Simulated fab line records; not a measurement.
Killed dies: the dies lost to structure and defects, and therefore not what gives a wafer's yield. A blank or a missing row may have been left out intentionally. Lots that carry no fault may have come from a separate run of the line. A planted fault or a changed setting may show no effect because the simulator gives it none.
Struck lot and sound lot, side by side :: flow nand harc :: 15 steps out of a route of 1159
Sound: wafers L877.3, L877.4, L877.5. Wafers struck: L891.2, L891.3, L891.4. The cause is named last.
Each step with rows lists, per side, the tool, then ch with its chambers, then its first start. Under that, the readings that differ: sound wafers :: struck wafers :: difference of the means :: sigmas: that difference in standard deviations of wafers without a fault.
alike: words and numbers the same on both sides, and readings whose means are apart by under 2 such deviations; not compared: readings that were withheld, readings missing a value for some wafer, numbers with overlapping values and no deviation given by the record, and bounds like >300 which may hide the same value.
A row with sigmas, a row that says differs or no value, or rows on one side alone: a step with any of these is where the two part. Non-overlapping numbers with no deviation appear without sigmas and do not part them. A reading missing from all wafers of one side parts the sides only when that side holds two or more wafers.

NHARC_P_CONTACT_INSPECT_14:
  sound on defect inspect-01 at day 5 23:35; struck on defect inspect-02 at day 9 10:28
  alike: raw defect count
then, 1 step without rows for these wafers: NHARC_P_CONTACT_DESCUM_17 (chemistry O2, time 3 s).
NHARC_P_CONTACT_ETCH_35: etches the open film in CF4, target depth 39 nm, time 65 s.
  sound on rie diel-12 ch 0,1, day 5 23:46; struck on rie diel-11 ch 1,2, day 9 10:40
  alike: drypump motor current A, mfc ar sccm, oes product au, rf fwd power W, rf vpp V, showerhead plenum p Torr, throttle valve pct
  not compared: rf hours counter h
then, 3 steps without rows for these wafers: NHARC_P_CONTACT_ETCH_36 (etches the open film in N2/H2, target depth 260 nm, time 406.25 s); NHARC_P_CONTACT_ETCH_18 (etches the open film in C4F8/O2/Ar, target depth 481 nm, time 240.5 s); NHARC_P_CONTACT_STRIP_37 (strips in C4F8/O2/Ar).
NHARC_P_CONTACT_ETCH_31: etches the open film in CH3F/O2, target depth 30 nm, time 85.7 s.
  sound: rie diel-12 ch 0,1; struck: rie diel-11 ch 1,2
  alike: drypump motor current A, mfc ar sccm, oes product au, rf fwd power W, rf vpp V, showerhead plenum p Torr, throttle valve pct
  not compared: rf hours counter h
NHARC_P_CONTACT_CD_MEAS_19:
  sound on cd sem-01 at day 6 00:44; struck on cd sem-01 at day 9 11:44
  alike: cd nm
NHARC_P_CONTACT_STRIP_28: strips in O2.
  sound on rie diel-01 ch 1,3, day 6 00:49; struck on rie diel-11 ch 0,1,2, day 9 11:48
reading: oes product au (a.u.)
sound: 1.011 1.009 1.010
struck: 1.000 0.989 0.989
difference: -0.017
sigmas: -2
  alike: drypump motor current A, mfc ar sccm, rf vpp V, showerhead plenum p Torr, throttle valve pct
  not compared: rf hours counter h
then, 1 step without rows for these wafers: NHARC_P_CONTACT_STRIP_29 (strips in post etch residue remover, time 1200 s).
NHARC_P_CONTACT_DEGAS_38: time 60 s.
  sound on pvd sputter-03 at day 6 01:27; struck on pvd sputter-01 at day 9 12:28
  alike: heater power w
then, 1 step without rows for these wafers: NHARC_P_CONTACT_PRE_CLEAN_39 (time 19.5 s).
NHARC_P_CONTACT_PVD_32: deposits Ti, target thk 5 nm, time 17.7 s.
  sound on pvd sputter-03 at day 6 01:36; struck on pvd sputter-01 at day 9 12:51
reading: throttle valve pct (%)
sound: 29.9 28.8 28.3
struck: 31.7 32.0 31.8
difference: +2.8
sigmas: +3
NHARC_P_CONTACT_ALD_22: deposits TiN, target thk 3 nm, pulse time 1 s, ald cycles 150.
  sound on ald metal-04 ch 0,1,2, day 6 01:43; struck on ald metal-03 ch 1,2,3, day 9 12:59
  alike: heater power w, precursor pulse height rel
following that, these wafers have no rows for 1 step: NHARC_END_SORT_01.

== WHERE THEY PART ==
Last at NHARC_P_CONTACT_PVD_32 as far as this record goes, first at NHARC_P_CONTACT_STRIP_28. Later steps at which nothing parts them and some readings are alike: NHARC_P_CONTACT_ALD_22.

WHY: what the simulator had put in
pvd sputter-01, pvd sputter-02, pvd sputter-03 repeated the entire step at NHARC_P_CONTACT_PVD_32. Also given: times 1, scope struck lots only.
